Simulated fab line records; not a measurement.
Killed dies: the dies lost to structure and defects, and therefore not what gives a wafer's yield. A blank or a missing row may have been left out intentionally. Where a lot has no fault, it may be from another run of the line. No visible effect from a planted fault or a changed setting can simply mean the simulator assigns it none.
Which tool did it?	flow nand_harc	12 lots with 36 wafers sampled at 6 steps, on a route of 1302 steps

WHAT EACH GAUGE READ, for each wafer
NHARC_P_M2_CD_MEAS_09: target cd 170 nm.
lot	measured	on	cd_nm (nm)
L514	day 6 14:18	cd_sem-03	170.4 170.3 169.7
L517	day 7 16:45	cd_sem-01	170.6 170.0 170.0
L519	day 8 06:01	cd_sem-01	170.6 170.3 171.5
L520	day 9 05:35	cd_sem-03	169.9 169.9 169.7
L522	day 9 17:14	cd_sem-01	170.9 169.3 171.8
L523	day 10 06:37	cd_sem-02	170.2 169.7 169.3
L524	day 10 21:49	cd_sem-02	170.4 170.5 171.0
L525	day 11 04:25	cd_sem-01	169.7 169.9 169.9
L526	day 11 17:43	cd_sem-02	169.4 171.0 169.8
L528	day 12 15:06	cd_sem-03	170.1 169.5 170.0
L527	day 12 16:05	cd_sem-02	174.2 174.7 174.7
L530	day 13 10:07	cd_sem-01	174.1 174.3 174.2

NHARC_P_M2_OVL_MEAS_10: pitch 340 nm.
lot	measured	on	overlay_x_nm (nm)	overlay_y_nm (nm)
L514	day 6 14:23	overlay-01	0.4 -0.4 -0.5	-1.0 -0.8 -0.9
L517	day 7 16:50	overlay-01	-0.6 -0.2 -0.9	-0.8 -0.7 -0.1
L519	day 8 06:07	overlay-02	0.0 -0.1 -0.2	0.2 -0.1 0.1
L520	day 9 05:40	overlay-02	1.4 1.8 1.4	-0.4 -0.4 -0.1
L522	day 9 17:19	overlay-01	-0.4 0.0 -0.3	1.0 0.8 0.3
L523	day 10 06:42	overlay-02	-0.2 0.0 0.5	0.1 0.6 0.5
L524	day 10 21:54	overlay-01	-0.3 -0.3 -1.3	1.2 0.7 0.6
L525	day 11 04:30	overlay-01	-0.1 0.0 0.1	-1.1 -0.9 -1.0
L526	day 11 17:48	overlay-02	0.1 -0.1 -0.4	-0.8 -0.7 -0.8
L528	day 12 15:11	overlay-01	1.0 1.0 1.5	-0.7 -0.8 -0.6
L527	day 12 16:10	overlay-02	-0.3 -0.7 -1.0	-0.5 -0.9 -0.2
L530	day 13 10:13	overlay-02	0.3 0.5 0.0	1.9 1.8 1.5

NHARC_END_SORT_01.
lot	measured	on	defect_limited_yield (%)	killed_at_array	killed_at_other	killed_at_periphery	killed_dies	killed_open	killed_short
L527	day 30 21:08	prober-02	90.8	58	0	4	62	0	2

EACH LOT AND THE TOOL THAT RAN IT (in order: tool; ch and the chambers of the sampled wafers; start)
lot	NHARC_P_M1_STRIP_18	NHARC_P_M2_PEB_07	NHARC_P_M2_ETCH_28
L514	rie_diel-01 ch 0,2, day 6 10:31	litho_track-04 ch 0, day 6 14:13	rie_diel-12 ch 0,1,2, no start
L517	rie_diel-01 ch 1,2,3, day 7 13:03	litho_track-04 ch 0, day 7 16:40	rie_diel-04 ch 1,2,3, no start
L519	rie_diel-02 ch 1,3, day 8 02:25	litho_track-04 ch 0, day 8 05:56	rie_diel-12 ch 0,1, no start
L520	rie_diel-02 ch 0,3, day 9 02:01	litho_track-01 ch 0, day 9 05:30	rie_diel-12 ch 1,2,3, no start
L522	rie_diel-02 ch 1,2, day 9 13:39	litho_track-06 ch 0, day 9 17:10	rie_diel-04 ch 1,2, no start
L523	rie_diel-01 ch 1,2,3, day 10 03:03	litho_track-01 ch 0, day 10 06:32	rie_diel-04 ch 1,2,3, no start
L524	rie_diel-01 ch 1,2,3, day 10 18:17	litho_track-06 ch 0, day 10 21:44	rie_diel-03 ch 1,2,3, no start
L525	rie_diel-02 ch 1,2,3, day 11 00:47	litho_track-01 ch 0, day 11 04:20	rie_diel-04 ch 0,1, no start
L526	rie_diel-13 ch 1,3, day 11 14:08	litho_track-01 ch 0, day 11 17:38	rie_diel-12 ch 2,3, no start
L528	rie_diel-02 ch 0,1, day 12 11:23	litho_track-01 ch 0, day 12 15:01	rie_diel-03 ch 2,3, no start
L527	rie_diel-13 ch 0,1,2, day 12 12:27	litho_track-01 ch 0, day 12 16:00	rie_diel-04 ch 0,1,2, day 30 21:08 or earlier
L530	rie_diel-01 ch 0,2,3, day 13 06:36	litho_track-01 ch 0, day 13 10:02	rie_diel-12 ch 0,1,2, no start
- NHARC_P_M1_STRIP_18: strips in N2/H2.
- NHARC_P_M2_PEB_07: peb time 65 s.
- NHARC_P_M2_ETCH_28: etches the open film in CF4/N2, target depth 30 nm, time 72.99 s.

WHAT THE TOOLS THEMSELVES READ (means of the sampled wafers that have a number; where no wafer has one, the mark that the record gives instead)
NHARC_P_M1_STRIP_18.
lot	tool	drypump_motor_current_A (A)	oes_product_au (a.u.)	rf_vpp_V (V)	showerhead_plenum_p_Torr (Torr)	throttle_valve_pct (%)
L514	rie_diel-01	5.8	1.015	91.7	2.18	14.178
L517	rie_diel-01	5.8	1.003	90.9	2.10	14.164
L519	rie_diel-02	5.4	1.005	91.0	2.16	14.172
L520	rie_diel-02	5.9	0.998	89.4	2.00	14.159
L522	rie_diel-02	5.6	1.000	91.0	2.06	14.165
L523	rie_diel-01	5.8	1.008	91.4	2.09	14.164
L524	rie_diel-01	5.9	1.007	91.1	2.09	14.180
L525	rie_diel-02	5.5	1.006	90.8	2.08	14.172
L526	rie_diel-13	6.4	1.003	90.2	1.97	14.169
L528	rie_diel-02	5.7	1.006	90.8	2.04	14.164
L527	rie_diel-13	5.9	1.004	91.2	1.95	14.162
L530	rie_diel-01	5.7	0.999	89.8	2.07	14.174

NHARC_P_M2_PEB_07.
lot	tool	chill_plate_temp_C (C)
L514	litho_track-04	22.96
L517	litho_track-04	23.19
L519	litho_track-04	23.18
L520	litho_track-01	23.09
L522	litho_track-06	23.03
L523	litho_track-01	22.93
L524	litho_track-06	23.08
L525	litho_track-01	23.08
L526	litho_track-01	22.96
L528	litho_track-01	23.09
L527	litho_track-01	23.04
L530	litho_track-01	23.05

NHARC_P_M2_ETCH_28.
lot	tool	drypump_motor_current_A (A)	oes_product_au (a.u.)	rf_vpp_V (V)	showerhead_plenum_p_Torr (Torr)	throttle_valve_pct (%)
L514	rie_diel-12	5.9	0.989	312.2	2.55	19.785
L517	rie_diel-04	5.9	0.991	316.3	2.77	19.787
L519	rie_diel-12	6.1	1.001	311.6	2.49	19.787
L520	rie_diel-12	5.9	0.991	312.3	2.53	19.789
L522	rie_diel-04	5.5	0.992	316.1	2.77	19.800
L523	rie_diel-04	5.9	0.993	316.5	2.77	19.795
L524	rie_diel-03	5.7	0.994	314.5	2.66	19.787
L525	rie_diel-04	5.4	1.001	316.0	2.77	19.797
L526	rie_diel-12	5.7	0.986	312.8	2.51	19.793
L528	rie_diel-03	5.2	0.998	313.6	2.64	19.791
L527	rie_diel-04	5.5	0.990	315.7	2.74	19.803
L530	rie_diel-12	5.9	0.995	312.4	2.54	19.801

THE ANSWER, worked out from the rows above alone
Rule: the lots themselves supply what counts as usual. Put in order of their means at a reading, lots are off if they are a third of the lots or fewer, leave a main group of 4 or more, and stand apart from it by a gap of 3 or more times the standard deviation of the main group's means; of several such gaps the widest counts. A main group whose means are all the same, to the digits that the tables above print for the reading, isn't used. A lot without any number at a reading at which 4 lots or more have one is off too. All remaining lots with rows at the step are treated as sound. First the gauges in route order, then the tools' own readings, where a lot's mean is used as printed above. At the first step where some lot is off, the reading lying furthest off is the one used; lots without a number count as furthest.
Off: L527, L530 (NHARC_P_M2_CD_MEAS_09, cd_nm). For the main group the mean is 170.2 nm and the standard deviation 0.37.
If a tool, at a process step before that reading, ran all the lots that are off and no sound lot after the first of them, it fits. Gauges at NHARC_P_M2_CD_MEAS_09: tried the same way as those tools. One fits: litho_track-01 at NHARC_P_M2_PEB_07. Its last sound lot is L528 (day 12 15:01), its first lot that is off L527 (day 12 16:00): a fault that began between those two fits.

WHAT THE SIMULATOR HAD INSERTED
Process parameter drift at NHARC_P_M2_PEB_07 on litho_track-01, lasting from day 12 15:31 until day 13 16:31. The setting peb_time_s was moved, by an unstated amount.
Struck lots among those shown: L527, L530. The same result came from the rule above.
